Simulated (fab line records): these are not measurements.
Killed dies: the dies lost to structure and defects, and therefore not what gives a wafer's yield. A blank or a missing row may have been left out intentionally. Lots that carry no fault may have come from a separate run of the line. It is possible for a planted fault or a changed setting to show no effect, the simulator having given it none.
fab line records	flow n5Finfet
[record] lots = 7	wafers = 39
route steps=1938 shown BEOL_M6@1198 BEOL_M10@1512 MIM_BOT@1833
startH: the number of hours between the record's first day and the start of the first shown wafer of the lot	waitH: how many hours have passed since the lot's step before this one	" the same as in the row above	L1.1+2: a single row standing in for several wafers	- no value present, or no start provided	* or withheld: withheld	< > ~ a bound
route shown NAME@n: a module of which the file shows steps, and the number in the route of the first	usual: the fault-free wafers' mean and standard deviation	same: alike in all rows	chamber/n: place in a boat	sites: readings site by site	_std_site: standard deviation across them	_edge_site: outer sites' mean less inner sites'	radiusMm: how far each site lies from the wafer's centre	mask NAME#n: copy n	behind: the most recent tool/chamber to have shaped the wafer	hold: what put the lot on hold/how long, in hours/how the hold closed	device: transistor that didn't switch, given as n, p or np	end of line: the route-end tests of the same wafers	for a step that has no rows: nothing shown but its recipe	killed: dies lost to structure and defects at the first sort, not the wafer's yield	map: the dies of a wafer, with x for killed, . for not killed, _ for no die there
set.NAME: the setting as run; set.NAME@STEP: as run at that earlier step	model.NAME: the simulator's own value behind a step, which no gauge read
one table per step and one row per wafer, for lots whose settings were changed on purpose
[[steps]]
[step N5_BEOL_M6_HM_DEP_02]
[recipe] material = TiN	targetThkA = 200	tempC = 25	chamberPressurePa = 0.49996
lot.wafer	tool	chamber	startH	waitH	set.targetThkA	model.TiN_of_BEOL_M6_HM_DEP_02.thkNm
L075.1+3	pvdSputter-03	-	194.54	2.9	144.1	14.6
L075.2	"	-	"	"	200	20.6
L075.4	"	-	"	"	144.1	14.8
L075.5+6	"	-	"	"	200	20.4
L081.1	pvdSputter-03	-	229.21	0.4	200	19.8
L081.2	"	-	"	"	261	26.4
L081.3	"	-	"	"	200	20.2
L081.4	"	-	"	"	200	20
L081.5	"	-	"	"	261	26
L081.6	"	-	"	"	261	26.2
L084.1+6	pvdSputter-01	-	249.95	1.0	200	20.2
L084.4	"	-	"	"	200	20
L087.1	pvdSputter-01	-	270.29	0.6	317	32
L087.2+3	"	-	"	"	317	31.6
L087.4+5+6	"	-	"	"	200	20.2
L092.1+6	pvdSputter-03	-	297.07	1.1	200	19.8
L092.2	"	-	"	"	200	20.2
L092.3+4+5	"	-	"	"	200	20
L096.1	pvdSputter-03	-	318.34	0.6	289.3	29.2
L096.2+5	"	-	"	"	200	20.4
L096.3	"	-	"	"	289.3	29.4
L096.4	"	-	"	"	289.3	29
L096.6	"	-	"	"	200	20.2
L097.1+5	pvdSputter-03	-	326.30	1.1	200	20
L097.2+4	"	-	"	"	200	20.6
L097.3	"	-	"	"	200	20.4
L097.6	"	-	"	"	200	20.2
[step N5_BEOL_M6_COAT_59]
[recipe] resist = SOC	tempC = 250	timeS = 60	spinRpm = 1500	resistThkNm = 100
[step N5_BEOL_M6_COAT_60]
[recipe] resist = SiARC	tempC = 220	timeS = 60	spinRpm = 1500	resistThkNm = 35
[step N5_BEOL_M6_STRIP_68]
[recipe] chemistry = N2/H2	tempC = 40	n2FlowSccm = 200	h2FlowSccm = 200	rfFrequencyHz = 6e+07
[step N5_BEOL_M6_STRIP_67]
[recipe] chemistry = CF4	resist = SiARC	powerW = 300	biasPowerW = 75	pressureMtorr = 50	cf4FlowSccm = 150	rfFrequencyHz = 6e+07
[step N5_BEOL_M6_HM_OPEN_17]
[recipe] chemistry = Cl2/BCl3	targetDepthA = 200	overetchA = 60	target = TiN	maskMaterial = SOC	ionEnergyEv = 150	pressureMtorr = 10	icpW = 1000	biasW = 126	Cl2_flow_sccm = 53.25	bcl3FlowSccm = 21.75	Ar_flow_sccm = 25
lot.wafer	tool	chamber	startH	waitH	set.targetThkA@BEOL_M6_HM_DEP_02	model.etch.depthNm
L075.1	rieMetal-01	0	195.90	0.0	144.1	14.61
L075.2	"	1	"	"	200	20.59
L075.3	"	1	"	"	144.1	14.64
L075.4	"	0	"	"	144.1	14.86
L075.5	"	0	"	"	200	20.39
L075.6	"	1	"	"	200	20.43
L081.1	rieMetal-01	0	230.18	0.0	200	19.9
L081.2	"	1	"	"	261	25.13
L081.3	"	1	"	"	200	20.12
L081.4	"	0	"	"	200	19.92
L081.5	"	1	"	"	261	24.75
L081.6	"	0	"	"	261	25.09
L084.1	rieMetal-02	0	250.94	0.0	200	20.22
L084.4	"	0	"	"	200	20
L084.6	"	1	"	"	200	20.18
L087.1	rieMetal-01	0	271.16	0.0	317	25.68
L087.2	"	1	"	"	317	25.36
L087.3	"	1	"	"	317	25.31
L087.4+6	"	0,1	"	"	200	20.11
L087.5	"	0	"	"	200	20.15
L092.1	rieMetal-02	1	297.93	0.0	200	19.79
L092.2	"	0	"	"	200	20.26
L092.3	"	1	"	"	200	20.09
L092.4	"	0	"	"	200	20.01
L092.5	"	0	"	"	200	20.02
L092.6	"	1	"	"	200	19.8
L096.1	rieMetal-03	0	319.20	0.0	289.3	25.51
L096.2	"	0	"	"	200	20.39
L096.3	"	0	"	"	289.3	25.62
L096.4	"	0	"	"	289.3	25.89
L096.5	"	0	"	"	200	20.41
L096.6	"	0	"	"	200	20.18
L097.1	rieMetal-02	1	327.39	0.0	200	20.02
L097.2	"	0	"	"	200	20.61
L097.3	"	0	"	"	200	20.49
L097.4	"	1	"	"	200	20.51
L097.5	"	0	"	"	200	20.07
L097.6	"	1	"	"	200	20.24
[step N5_BEOL_M6_STRIP_19]
[recipe] chemistry = O2	powerW = 400	tempC = 40	pressureMtorr = 30	rfFrequencyHz = 6e+07	biasPowerW = 0	overashFraction = 0.2	o2FlowSccm = 225
[step N5_BEOL_M6_ETCH_41]
[recipe] chemistry = CH3F/O2	target = SiCN	targetDepthA = 297	taperDeg = 2	timeS = 52	ionEnergyEv = 120	maskMaterial = TiN	pressureMtorr = 30	sourceW = 395	biasW = 75	Ar_flow_sccm = 150	CH3F_flow_sccm = 30	O2_flow_sccm = 20
[step N5_BEOL_M6_STRIP_80]
[recipe] chemistry = N2/H2	timeS = 10	powerW = 450	tempC = 40	pressureMtorr = 20	rfFrequencyHz = 6e+07	biasPowerW = 7	n2FlowSccm = 200	h2FlowSccm = 200
[step N5_BEOL_M6_OCD_MEAS_38]
[usual] trenchDepthNm = 93.6/1.5
lot.wafer	tool	chamber	startH	waitH	set.targetThkA@BEOL_M6_HM_DEP_02	trenchDepthNm
L075.1	ocd-01	-	198.50	-	144.1	92.0
L075.2	"	-	"	"	200	92.2
L075.3	"	-	"	"	144.1	92.5
L075.4	"	-	"	"	144.1	96.9
L075.5	"	-	"	"	200	92.5
L075.6	"	-	"	"	200	92.8
L081.1	ocd-01	-	232.30	-	200	93.8
L081.2	"	-	"	"	261	84.0
L081.3	"	-	"	"	200	92.7
L081.4	"	-	"	"	200	92.8
L081.5	"	-	"	"	261	84.9
L081.6	"	-	"	"	261	87.7
L084.1	ocd-01	-	253.68	-	200	93.8
L084.4	"	-	"	"	200	93.2
L084.6	"	-	"	"	200	94.3
L087.1	ocd-01	-	274.51	-	317	-
L087.2	"	-	"	"	317	-
L087.3	"	-	"	"	317	-
L087.4	"	-	"	"	200	91.7
L087.5	"	-	"	"	200	93.5
L087.6	"	-	"	"	200	91.8
L092.1	ocd-02	-	300.41	-	200	92.8
L092.2	"	-	"	"	200	93.0
L092.3	"	-	"	"	200	94.2
L092.4	"	-	"	"	200	92.0
L092.5	"	-	"	"	200	92.1
L092.6	"	-	"	"	200	92.8
L096.1	ocd-01	-	322.56	-	289.3	12.8
L096.2	"	-	"	"	200	95.1
L096.3	"	-	"	"	289.3	9.0
L096.4	"	-	"	"	289.3	22.9
L096.5	"	-	"	"	200	93.0
L096.6	"	-	"	"	200	95.2
L097.1	ocd-01	-	328.74	-	200	92.6
L097.2	"	-	"	"	200	95.7
L097.3	"	-	"	"	200	94.7
L097.4	"	-	"	"	200	96.1
L097.5	"	-	"	"	200	92.9
L097.6	"	-	"	"	200	94.7
[step N5_BEOL_M10_TRENCH_ETCH_37]
[recipe] chemistry = C4F6/O2	targetDepthA = 1488.3	target = SiCOH_lowk	timeS = 48	ionEnergyEv = 250	pressureMtorr = 30	sourceW = 345	biasW = 185	Ar_flow_sccm = 300	C4F6_flow_sccm = 10	O2_flow_sccm = 10
lot.wafer	tool	chamber	startH	waitH	set.timeS	model.etch.depthNm	model.BEOL_M10.featureDepthNm	model.TiN_of_BEOL_M10_HM_DEP_02.thkNm
L075.1	rieDiel-01	1	-	-	48	147.5	147.4	15.8
L075.2	"	0	"	"	48	143.2	143.2	16.2
L075.3	"	2	"	"	48	142.9	143	16.2
L075.4	"	3	"	"	48	145.7	145.8	16
L075.5	"	2	"	"	48	144.4	144.4	16
L075.6	"	3	"	"	48	143.7	143.6	16.2
L081.1	rieDiel-01	0	-	-	48	143.4	143.4	16.4
L081.2	"	2	"	"	48	144.3	144.4	16.4
L081.3	"	1	"	"	48	149.9	149.8	16.2
L081.4	"	1	"	"	48	149.5	149.4	16.2
L081.5	"	2	"	"	48	144.4	144.4	16.4
L081.6	"	0	"	"	48	144	144	16.2
L084.1	rieDiel-02	0	-	-	48	145.9	146	15.8
L084.4	"	3	"	"	48	145.6	145.6	15.6
L084.6	"	3	"	"	48	145.6	145.6	15.8
L087.1	rieDiel-01	2	-	-	48	142.3	142.4	15.4
L087.2	"	0	"	"	48	141.6	141.6	15.6
L087.3	"	3	"	"	48	151.3	151.4	15.4
L087.4	"	1	"	"	48	147.5	147.4	15.8
L087.5	"	3	"	"	48	150.3	150.4	15.6
L087.6	"	0	"	"	48	142.3	142.2	15.8
L092.1	rieDiel-04	1	-	-	48	149.5	149.4	15.8
L092.2	"	2	"	"	48	148	148	15.8
L092.3	"	3	"	"	48	150.3	150.2	15.8
L092.4	"	0	"	"	48	151.7	151.6	15.8
L092.5	"	0	"	"	48	152	152	15.8
L092.6	"	3	"	"	48	149.9	150	15.8
L096.1	rieDiel-04	2	-	-	48	146.7	146.8	16.2
L096.2	"	1	"	"	66.39	207.3	207.4	14.4
L096.3	"	3	"	"	48	148.2	148.2	16
L096.4	"	0	"	"	66.39	207.2	207.2	14.6
L096.5	"	0	"	"	48	148.6	148.6	15.8
L096.6	"	3	"	"	66.39	204.5	204.6	14.6
L097.1	rieDiel-02	2	-	-	48	147.8	147.8	16
L097.2	"	0	"	"	48	146.3	146.4	15.8
L097.3	"	1	"	"	48	146.5	146.4	16
L097.4	"	0	"	"	35.71	108.5	108.6	16.6
L097.5	"	1	"	"	35.71	109.5	109.4	16.6
L097.6	"	2	"	"	35.71	109.8	109.8	16.6
[step N5_BEOL_M10_ETCH_41]
[recipe] chemistry = CH3F/O2	target = SiCN	targetDepthA = 426	taperDeg = 2	timeS = 86	ionEnergyEv = 120	maskMaterial = TiN	pressureMtorr = 30	sourceW = 395	biasW = 75	Ar_flow_sccm = 150	CH3F_flow_sccm = 30	O2_flow_sccm = 20
[step N5_BEOL_M10_STRIP_77]
[recipe] chemistry = N2/H2	timeS = 10	powerW = 450	tempC = 40	pressureMtorr = 20	rfFrequencyHz = 6e+07	biasPowerW = 7	n2FlowSccm = 200	h2FlowSccm = 200
[step N5_BEOL_M10_OCD_MEAS_38]
[usual] trenchDepthNm = 147.4/2.7
lot.wafer	tool	chamber	startH	waitH	set.timeS@BEOL_M10_TRENCH_ETCH_37	trenchDepthNm
L075.1	ocd-01	-	228.50	-	48	147.7
L075.2	"	-	"	"	48	142.7
L075.3	"	-	"	"	48	142.9
L075.4	"	-	"	"	48	145.2
L075.5	"	-	"	"	48	144.4
L075.6	"	-	"	"	48	143.4
L081.1	ocd-01	-	265.87	-	48	143.8
L081.2	"	-	"	"	48	144.2
L081.3	"	-	"	"	48	150.5
L081.4	"	-	"	"	48	148.7
L081.5	"	-	"	"	48	144.7
L081.6	"	-	"	"	48	144.5
L084.1	ocd-02	-	287.86	-	48	145.8
L084.4	"	-	"	"	48	145.4
L084.6	"	-	"	"	48	145.4
L087.1	ocd-01	-	312.82	-	48	-
L087.2	"	-	"	"	48	-
L087.3	"	-	"	"	48	-
L087.4	"	-	"	"	48	147.4
L087.5	"	-	"	"	48	150.5
L087.6	"	-	"	"	48	142.2
L092.1	ocd-02	-	333.95	-	48	149.3
L092.2	"	-	"	"	48	148.0
L092.3	"	-	"	"	48	150.3
L092.4	"	-	"	"	48	151.4
L092.5	"	-	"	"	48	151.8
L092.6	"	-	"	"	48	149.9
L096.1	ocd-02	-	359.86	-	48	146.2
L096.2	"	-	"	"	66.39	207.1
L096.3	"	-	"	"	48	148.0
L096.4	"	-	"	"	66.39	206.5
L096.5	"	-	"	"	48	148.9
L096.6	"	-	"	"	66.39	204.3
L097.1	ocd-01	-	359.93	-	48	148.1
L097.2	"	-	"	"	48	145.8
L097.3	"	-	"	"	48	146.4
L097.4	"	-	"	"	35.71	108.1
L097.5	"	-	"	"	35.71	109.2
L097.6	"	-	"	"	35.71	109.2
[step N5_BEOL_M10_HM_STRIP_39]
[recipe] chemistry = peroxideTinStrip	material = TiN	targetDepthA = 250	tempC = 50	timeS = 158
[step N5_BEOL_M10_SRD_40]
[recipe] timeS = 30	tempC = 23	rinseLiquid = diw	dry = ipaMarangoni
[step N5_BEOL_M10_ECD_50]
[recipe] material = Cu	targetThkA = 3180
[step N5_BEOL_M10_ANNEAL_51]
[recipe] tempC = 225	timeS = 90	ambient = N2
[step N5_BEOL_M10_CMP_52]
[recipe] stopOn = SiCOH_lowk	tOverpolishS = 7	downForcePsi = 1	platenRpm = 50	clearingPlatenDownForcePsi = 1.5	clearingPlatenRpm = 50	postCmpClean = cuAlkaline	targetThkNm = 140	clearingPlatenPadVelocityMS = 0.99484	padVelocityMS = 0.99484
lot.wafer	tool	chamber	startH	waitH	set.timeS@BEOL_M10_TRENCH_ETCH_37	model.Cu_of_BEOL_M10_ECD_50.thkNm
L075.1	cmp-02	3	231.11	0.3	48	137.6
L075.3	"	0	"	"	48	132.6
L075.2+6	"	1,3	"	"	48	134.6
L075.4	"	2	"	"	48	136.4
L075.5	"	0	"	"	48	133.6
L081.4	cmp-01	1	268.59	0.1	48	141
L081.3	"	2	"	"	48	142.6
L081.2	"	3	"	"	48	135.8
L081.1	"	0	"	"	48	135.4
L081.5+6	"	1,2	"	"	48	136
L084.4	cmp-03	0	290.42	0.1	48	136.6
L084.1	"	2	"	"	48	139
L084.6	"	0	"	"	48	137
L087.4	cmp-03	2	315.65	0.1	48	141
L087.3	"	3	"	"	48	143.2
L087.1	"	0	"	"	48	134.6
L087.2	"	1	"	"	48	133
L087.5	"	2	"	"	48	142.8
L087.6	"	3	"	"	48	133.2
L092.2	cmp-03	0	338.53	0.2	48	137.8
L092.3	"	1	"	"	48	140.4
L092.4	"	2	"	"	48	144
L092.1	"	3	"	"	48	139.6
L092.6	"	0	"	"	48	141.4
L092.5	"	1	"	"	48	142.2
L097.4	cmp-01	0	361.70	0.1	35.71	99.8
L097.3	"	1	"	"	48	136
L097.2	"	2	"	"	48	136.8
L097.1	"	3	"	"	48	137.8
L097.6	"	0	"	"	35.71	101
L097.5	"	1	"	"	35.71	100.2
L096.3	cmp-03	2	361.88	0.2	48	140.6
L096.4	"	3	"	"	66.39	198.8
L096.2	"	0	"	"	66.39	200.2
L096.1	"	1	"	"	48	138
L096.6	"	2	"	"	66.39	197.2
L096.5	"	3	"	"	48	139
[step N5_BEOL_M10_THK_MEAS_53]
[recipe] thkMeasGauge = xrf	reads = Cu_of_BEOL_M10_ECD_50
[usual] M10_THK = 143/3.2
lot.wafer	tool	chamber	startH	waitH	set.timeS@BEOL_M10_TRENCH_ETCH_37	M10_THK[nm]
L075.1	filmMetro-02	-	231.41	-	48	143
L075.2	"	-	"	"	48	140
L075.3	"	-	"	"	48	138
L075.4	"	-	"	"	48	142
L075.5	"	-	"	"	48	139
L075.6	"	-	"	"	48	140
L081.1	filmMetro-02	-	268.89	-	48	140
L081.2	"	-	"	"	48	140
L081.3	"	-	"	"	48	147
L081.4	"	-	"	"	48	146
L081.5	"	-	"	"	48	141
L081.6	"	-	"	"	48	140
L084.1	filmMetro-02	-	290.71	-	48	144
L084.4	"	-	"	"	48	142
L084.6	"	-	"	"	48	142
L087.1	filmMetro-02	-	315.95	-	48	-
L087.2	"	-	"	"	48	-
L087.3	"	-	"	"	48	-
L087.4	"	-	"	"	48	146
L087.5	"	-	"	"	48	148
L087.6	"	-	"	"	48	138
L092.1	filmMetro-02	-	338.82	-	48	145
L092.2	"	-	"	"	48	143
L092.3	"	-	"	"	48	146
L092.4	"	-	"	"	48	149
L092.5	"	-	"	"	48	148
L092.6	"	-	"	"	48	147
L097.1	filmMetro-01	-	362.00	-	48	143
L097.2	"	-	"	"	48	141
L097.3	"	-	"	"	48	140
L097.4	"	-	"	"	35.71	104
L097.5	"	-	"	"	35.71	103
L097.6	"	-	"	"	35.71	104
L096.1	filmMetro-01	-	362.17	-	48	143
L096.2	"	-	"	"	66.39	208
L096.3	"	-	"	"	48	145
L096.4	"	-	"	"	66.39	205
L096.5	"	-	"	"	48	144
L096.6	"	-	"	"	66.39	205
[step N5_BEOL_M10_PRE_CLEAN_55]
[recipe] gas = NH3	timeS = 15	tempC = withheld	rfPowerW = 300
[step N5_BEOL_M10_DEP_56]
[recipe] material = SiCN	targetThkA = 150	tempC = withheld	precursor = 3MS/NH3	pressureTorr = 3	rfW = 202	timeS = 26.5
[step N5_BEOL_M10_RS_MEAS_57]
[recipe] thkMeasGauge = four-point-probe	reads = Cu_of_BEOL_M10_ECD_50+Co_of_BEOL_M10_CVD_75+TaN_of_BEOL_M10_ALD_74
[usual] M10_RS = 0.153/0.0036
lot.wafer	tool	chamber	startH	waitH	set.timeS@BEOL_M10_TRENCH_ETCH_37	M10_RS[ohm/sq]
L075.1	filmMetro-02	-	231.54	0.1	48	0.154
L075.2	"	-	"	"	48	0.157
L075.3	"	-	"	"	48	0.160
L075.4	"	-	"	"	48	0.155
L075.5	"	-	"	"	48	0.159
L075.6	"	-	"	"	48	0.158
L081.1	filmMetro-01	-	269.02	0.1	48	0.156
L081.2	"	-	"	"	48	0.156
L081.3	"	-	"	"	48	0.148
L081.4	"	-	"	"	48	0.150
L081.5	"	-	"	"	48	0.155
L081.6	"	-	"	"	48	0.156
L084.1	filmMetro-02	-	290.85	0.1	48	0.152
L084.4	"	-	"	"	48	0.155
L084.6	"	-	"	"	48	0.154
L087.1	filmMetro-02	-	316.08	0.1	48	-
L087.2	"	-	"	"	48	-
L087.3	"	-	"	"	48	-
L087.4	"	-	"	"	48	0.150
L087.5	"	-	"	"	48	0.148
L087.6	"	-	"	"	48	0.159
L092.1	filmMetro-02	-	338.96	0.1	48	0.151
L092.2	"	-	"	"	48	0.153
L092.3	"	-	"	"	48	0.150
L092.4	"	-	"	"	48	0.146
L092.5	"	-	"	"	48	0.148
L092.6	"	-	"	"	48	0.149
L097.1	filmMetro-02	-	362.13	0.1	48	0.153
L097.2	"	-	"	"	48	0.155
L097.3	"	-	"	"	48	0.156
L097.4	"	-	"	"	35.71	0.221
L097.5	"	-	"	"	35.71	0.220
L097.6	"	-	"	"	35.71	0.218
L096.1	filmMetro-02	-	362.31	0.1	48	0.153
L096.2	"	-	"	"	66.39	0.103
L096.3	"	-	"	"	48	0.150
L096.4	"	-	"	"	66.39	0.103
L096.5	"	-	"	"	48	0.152
L096.6	"	-	"	"	66.39	0.104
[step N5_MIM_BOT_SPUTTER_00]
[recipe] material = TiN	targetThkA = 350	tempC = 200	powerW = 3000	chamberPressurePa = 0.49996	gas = Ar	reactivePartialPa = 0.37997	timeS = 89.7
lot.wafer	tool	chamber	startH	waitH	set.targetThkA	model.TiN_of_MIM_BOT_SPUTTER_00.thkNm
L075.1	pvdSputter-02	-	270.18	0.0	350	35.4
L075.2+5	"	-	"	"	421.1	42.4
L075.3	"	-	"	"	421.1	42.6
L075.4+6	"	-	"	"	350	34.8
L084.1	pvdSputter-01	-	323.04	0.0	350	34.6
L084.4+6	"	-	"	"	350	34.8
L081.1	pvdSputter-02	-	351.03	0.0	257.1	26
L081.2	"	-	"	"	350	34.8
L081.3+5	"	-	"	"	257.1	25.8
L081.4	"	-	"	"	350	35.4
L081.6	"	-	"	"	350	35.6
L087.1+5	pvdSputter-03	-	355.81	0.0	350	34.6
L087.2	"	-	"	"	350	35
L087.3	"	-	"	"	350	34.8
L087.4	"	-	"	"	350	35.6
L087.6	"	-	"	"	350	35.2
L092.1	pvdSputter-03	-	376.39	0.0	465.3	46.4
L092.2	"	-	"	"	465.3	45.8
L092.3	"	-	"	"	350	35.2
L092.4	"	-	"	"	350	35
L092.5	"	-	"	"	350	34.6
L092.6	"	-	"	"	465.3	46.2
L097.1+5	pvdSputter-03	-	394.66	0.0	350	34.2
L097.2+3+6	"	-	"	"	350	34.4
L097.4	"	-	"	"	350	35
L096.1+5	pvdSputter-03	-	395.14	0.0	350	35.6
L096.2	"	-	"	"	292.7	29
L096.3	"	-	"	"	292.7	29.4
L096.4	"	-	"	"	350	35.2
L096.6	"	-	"	"	292.7	29.6
[[key]]
[split] step = N5_BEOL_M6_HM_DEP_02	setting = targetThkA	stated = 200	by = wafer
[response] step = N5_BEOL_M6_HM_DEP_02	reading = model.TiN_of_BEOL_M6_HM_DEP_02.thkNm	change = +0.199	per = 1%	r = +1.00
[response] step = N5_BEOL_M6_HM_OPEN_17	reading = model.etch.depthNm	change = +0.121	per = 1%	r = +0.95
[response] step = N5_BEOL_M6_OCD_MEAS_38	reading = trenchDepthNm	shape = bent	atLowest = 93.8	atStated = 93.4	atHighest = 14.9
[split] step = N5_BEOL_M10_TRENCH_ETCH_37	setting = timeS	stated = 48	by = wafer
[response] step = N5_BEOL_M10_TRENCH_ETCH_37	reading = model.etch.depthNm	change = +1.51	per = 1%	r = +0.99
[response] step = N5_BEOL_M10_TRENCH_ETCH_37	reading = model.BEOL_M10.featureDepthNm	change = +1.51	per = 1%	r = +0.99
[response] step = N5_BEOL_M10_TRENCH_ETCH_37	reading = model.TiN_of_BEOL_M10_HM_DEP_02.thkNm	change = -0.0345	per = 1%	r = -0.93
[response] step = N5_BEOL_M10_OCD_MEAS_38	reading = trenchDepthNm	change = +1.51	per = 1%	r = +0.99
[response] step = N5_BEOL_M10_CMP_52	reading = model.Cu_of_BEOL_M10_ECD_50.thkNm	change = +1.51	per = 1%	r = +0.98
[response] step = N5_BEOL_M10_THK_MEAS_53	reading = M10_THK	change = +1.58	per = 1%	r = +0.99
[response] step = N5_BEOL_M10_RS_MEAS_57	reading = M10_RS	change = -0.00166	per = 1%	r = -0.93
[split] step = N5_MIM_BOT_SPUTTER_00	setting = targetThkA	stated = 350	by = wafer
[response] step = N5_MIM_BOT_SPUTTER_00	reading = model.TiN_of_MIM_BOT_SPUTTER_00.thkNm	change = +0.352	per = 1%	r = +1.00
